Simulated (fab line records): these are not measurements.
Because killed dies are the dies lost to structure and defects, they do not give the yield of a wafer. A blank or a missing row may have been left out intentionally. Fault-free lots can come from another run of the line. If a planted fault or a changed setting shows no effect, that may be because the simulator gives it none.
Which of the tools did it?	flow nand harc	11 lots with 33 wafers sampled at 6 steps, on a route of 1302 steps

== WHAT EACH GAUGE READ, for each wafer ==
NHARC_END_SORT_01.
lot	measured	on	killed at array
L169	day 31 11:38	prober-01	153 167 154
L171	day 32 03:28	prober-02	152 173 180

== WHICH TOOL RAN EACH LOT (tool, then ch and the chambers of the sampled wafers, then the start) ==
lot	NHARC_A_CONTACT_ETCH_121	NHARC_A_CONTACT_ETCH_123	NHARC_A_CONTACT_DEP_57	NHARC_A_CONTACT_DESCUM_74	NHARC_A_CONTACT_ETCH_76
L157	har cap etch-01 ch 0,1, day 22 23:22	har cap etch-01 ch 0,1, day 22 23:42	acl dep-02 ch 0, day 23 05:52	rie diel-07 ch 0,1,3, day 23 10:04	rie diel-07 ch 0,1,3, no start
L160	har cap etch-01 ch 0, day 23 13:43	har cap etch-01 ch 0, day 23 14:07	acl dep-01 ch 0, day 23 17:59	rie diel-07 ch 0,1,2, day 23 21:37	rie diel-07 ch 0,3, no start
L162	har cap etch-03 ch 0,1, day 24 05:28	har cap etch-03 ch 0,1, day 24 05:49	acl dep-03 ch 0, day 24 09:02	rie diel-04 ch 0,1,2, day 24 13:13	rie diel-04 ch 1,2,3, no start
L161	har cap etch-01 ch 0,1, day 24 06:13	har cap etch-01 ch 0,1, day 24 06:44	acl dep-02 ch 0, day 24 11:17	rie diel-07 ch 2,3, day 24 13:49	rie diel-07 ch 1,2, no start
L168	har cap etch-02 ch 0,1, day 27 14:55	har cap etch-02 ch 0,1, day 27 15:23	acl dep-02 ch 0, day 27 19:46	rie diel-07 ch 0,1,2, day 27 22:43	rie diel-07 ch 0,1,3, no start
L169	har cap etch-01 ch 0,1, day 27 23:20	har cap etch-01 ch 0,1, day 27 23:52	acl dep-01 ch 0, day 28 03:23	rie diel-13 ch 0,1,2, day 28 18:00	rie diel-13 ch 1,2,3, day 31 11:38 or earlier
L171	har cap etch-01 ch 1, day 28 07:13	har cap etch-01 ch 1, day 28 07:33	acl dep-02 ch 0, day 28 09:57	rie diel-07 ch 2,3, day 28 18:18	rie diel-07 ch 0,3, day 32 03:28 or earlier
L172	har cap etch-02 ch 0, day 29 07:28	har cap etch-02 ch 0, day 29 07:48	acl dep-02 ch 0, day 29 10:41	rie diel-07 ch 2,3, day 29 14:49	rie diel-07 ch 2,3, no start
L175	har cap etch-03 ch 0,1, day 30 01:08	har cap etch-03 ch 0,1, day 30 01:38	acl dep-01 ch 0, day 30 08:01	rie diel-07 ch 0,3, day 30 10:25	rie diel-07 ch 0,1,3, no start
L177	har cap etch-02 ch 0,1, day 30 15:19	har cap etch-02 ch 0,1, day 30 15:50	acl dep-03 ch 0, day 30 19:25	rie diel-07 ch 1,2, day 30 21:58	rie diel-07 ch 0,1,2, no start
L178	har cap etch-02 ch 0,1, day 31 05:38	har cap etch-02 ch 0,1, day 31 06:05	acl dep-03 ch 0, day 31 10:12	rie diel-07 ch 1,2, day 31 13:23	rie diel-07 ch 0,1,2, no start
- NHARC_A_CONTACT_ETCH_121: etches the open film in C4F8/O2/Ar, time 190 s, target depth 1850 nm.
- NHARC_A_CONTACT_ETCH_123: etches the open film in C4F8/O2/Ar, time 490 s, target depth 2110 nm.
- NHARC_A_CONTACT_DEP_57: deposits aC, target thk 5300 nm.
- NHARC_A_CONTACT_DESCUM_74: chemistry O2, time 3 s.
- NHARC_A_CONTACT_ETCH_76: etches the open film in N2/H2, target depth 260 nm, time 475.3 s.

== THE ANSWER, worked out from the rows above alone ==
Rule: the lots themselves supply what counts as usual. Put in order of their means at a reading, lots are off if they are a third of the lots or fewer, leave a main group of 4 or more, and stand apart from it by a gap of 3 or more times the standard deviation of the main group's means; of several such gaps the widest counts. A main group is skipped when, at the precision printed for the reading in the tables above, its means are all equal. A lot without any number at a reading at which 4 lots or more have one is off too. All remaining lots with rows at the step are treated as sound.
No lot is off on any of the readings shown, so nothing can be concluded from this.

== WHAT THE SIMULATOR HAD PUT IN ==
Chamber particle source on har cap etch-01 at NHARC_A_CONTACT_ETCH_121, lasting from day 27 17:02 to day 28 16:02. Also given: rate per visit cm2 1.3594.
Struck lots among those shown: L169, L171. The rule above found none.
